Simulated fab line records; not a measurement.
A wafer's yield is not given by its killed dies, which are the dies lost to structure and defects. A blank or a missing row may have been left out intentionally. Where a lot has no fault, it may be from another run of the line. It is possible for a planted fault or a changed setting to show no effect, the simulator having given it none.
A struck lot beside a sound one | flow nandHarc | 25 out of 1302 route steps
Sound: wafers L500.1, L500.4, L500.5. Struck: wafer L491.5 (L491.3, L491.4, from the same lot, were not struck and are left out); the cause is given at the end.
For every step that has rows: the tool of each side, followed by ch and its chambers, followed by its first start. Under that, the readings that differ: sound wafers | struck wafers | difference of the means | sigmas: that difference in standard deviations of wafers without a fault.
alike: same words and numbers on both sides, and readings whose means sit less than 2 such deviations apart. not compared: any withheld reading, any reading some wafer has no value for, any bound like >300 that may hide the same value, and any number with overlapping values for which the record gives no deviation.
The two part at a step that has a row with sigmas, a row that says differs or no value, or rows on one side only. When numbers do not overlap yet have no deviation, they are printed without sigmas and do not part them. Lack of a reading on every wafer of one side parts them only where that side has two or more wafers.

first, 5 steps without rows for these wafers: NHARC_P_GATE_PRECLEAN_71 (cleans in SC1); NHARC_P_GATE_SRD_72; NHARC_P_GATE_OXIDE_16 (material SiO2, target thk 3 nm, ox time 392 s); NHARC_P_GATE_CVD_17 (deposits poly-Si, target thk 150 nm, time 900 s); NHARC_P_GATE_HM_DEP_102 (deposits aC, target thk 120 nm).
NHARC_P_GATE_DEP_103: deposits SiON, target thk 30 nm.
  sound on pecvd-01 ch 0,1,2, day 12 15:59; struck on pecvd-02 ch 2, day 8 19:58
reading          | sound       | struck | difference | sigmas
heaterPowerW (W) | 778 695 724 | 937    | +205       | +2
then, 6 steps without rows for these wafers: NHARC_P_GATE_DEHYDRATE_18 (time 120 s); NHARC_P_GATE_HMDS_19 (time 30 s); NHARC_P_GATE_COAT_20 (resist thk 90 nm); NHARC_P_GATE_SOFTBAKE_21 (time 55 s); NHARC_P_GATE_EBR_22; NHARC_P_GATE_EXPOSE_23 (exposes mask P GATE, target cd 120 nm).
NHARC_P_GATE_PEB_24: peb time 65 s.
  sound on lithoTrack-06 ch 0, day 12 16:32; struck on lithoTrack-01 ch 0, day 8 20:26
then, 1 step without rows for these wafers: NHARC_P_GATE_DEVELOP_25 (develop time 35 s).
NHARC_P_GATE_CD_MEAS_26 targets a cd of 120 nm.
  sound on cdSem-02 ch 0, day 12 16:37; struck on cdSem-03 ch 0, day 8 20:31
reading   | sound             | struck | difference | sigmas
cdNm (nm) | 119.5 119.1 119.3 | 111.5  | -7.8       | -15
NHARC_P_GATE_OVL_MEAS_27:
  struck on overlay-02, day 8 20:36; sound on overlay-01, day 12 16:42
  alike: overlayXNm, overlayYNm
NHARC_P_GATE_INSPECT_28:
  struck on defectInspect-02, day 8 20:38; sound on defectInspect-02, day 12 16:44
  alike: rawDefectCount
NHARC_P_GATE_DESCUM_31: chemistry O2, time 3 s.
  sound on rieDiel-12 ch 2,3, day 12 16:49; struck on rieDiel-12 ch 0, day 8 20:41
reading                | sound             | struck | difference | sigmas
oesProductAu (a.u.)    | 0.994 0.988 0.998 | 1.010  | +0.017     | +2
model.P_GATE.cdNm (nm) | 118.7 118.7 119.7 | 111.3  | -7.7       | 
  alike: drypumpMotorCurrentA, rfVppV, showerheadPlenumPTorr, throttleValvePct
  not compared: rfHoursCounterH
NHARC_P_GATE_ETCH_104: etches the open film in CF4/CHF3, target depth 60 nm.
  sound on rieDiel-12 ch 2,3, day 12 16:54; struck on rieDiel-12 ch 3, day 8 20:47
  alike: biasW, drypumpMotorCurrentA, oesProductAu, rfVppV, showerheadPlenumPTorr, throttleValvePct
NHARC_P_GATE_HM_OPEN_105: chemistry O2/COS, target depth 360 nm.
  sound: rieDiel-12 ch 1,2; struck: rieDiel-12 ch 3
  alike: biasW, drypumpMotorCurrentA, oesProductAu, rfVppV, showerheadPlenumPTorr, throttleValvePct
  not compared: rfHoursCounterH
then, 1 step without rows for these wafers: NHARC_P_GATE_STRIP_106 (strips in O2/COS).
NHARC_P_GATE_ETCH_114: etches the open film in CF4/O2, target depth 30 nm, overetch 3 nm, time 16.5 s.
  sound: rieDiel-12 ch 1,2; struck: rieDiel-12 ch 1
reading             | sound             | struck | difference | sigmas
oesProductAu (a.u.) | 1.006 0.997 0.994 | 1.021  | +0.022     | +3
  alike: biasW, drypumpMotorCurrentA, oes_ar_750_au, rfVppV, showerheadPlenumPTorr, throttleValvePct
  not compared: rfHoursCounterH
NHARC_P_GATE_ETCH_32: etches the open film in HBr/Cl2, target depth 150 nm, time 100.1 s.
  sound on rieSi-02 ch 0,3, day 12 17:19; struck on rieSi-06 ch 2, day 8 21:11
reading                | sound             | struck | difference | sigmas
model.P_GATE.cdNm (nm) | 120.3 123.1 121.8 | 111.1  | -10.6      | 
  alike: biasW, drypumpMotorCurrentA, oesProductAu, throttleValvePct
  not compared: rfHoursCounterH
NHARC_P_GATE_STRIP_108: strips in O2.
  sound on rieDiel-10 ch 0,1, day 12 17:29; struck on rieDiel-10 ch 0, day 8 21:19
  alike: drypumpMotorCurrentA, oesProductAu, rfVppV, showerheadPlenumPTorr, throttleValvePct
  not compared: rfHoursCounterH
NHARC_END_SORT_01:
  the record has rows for the sound wafers here (prober-02 ch 0, day 33 16:25) and none for the struck ones

## WHERE THEY PART
At NHARC_P_GATE_DEP_103 first; at NHARC_END_SORT_01 last (within this record only).

WHY: what had been put in by the simulator
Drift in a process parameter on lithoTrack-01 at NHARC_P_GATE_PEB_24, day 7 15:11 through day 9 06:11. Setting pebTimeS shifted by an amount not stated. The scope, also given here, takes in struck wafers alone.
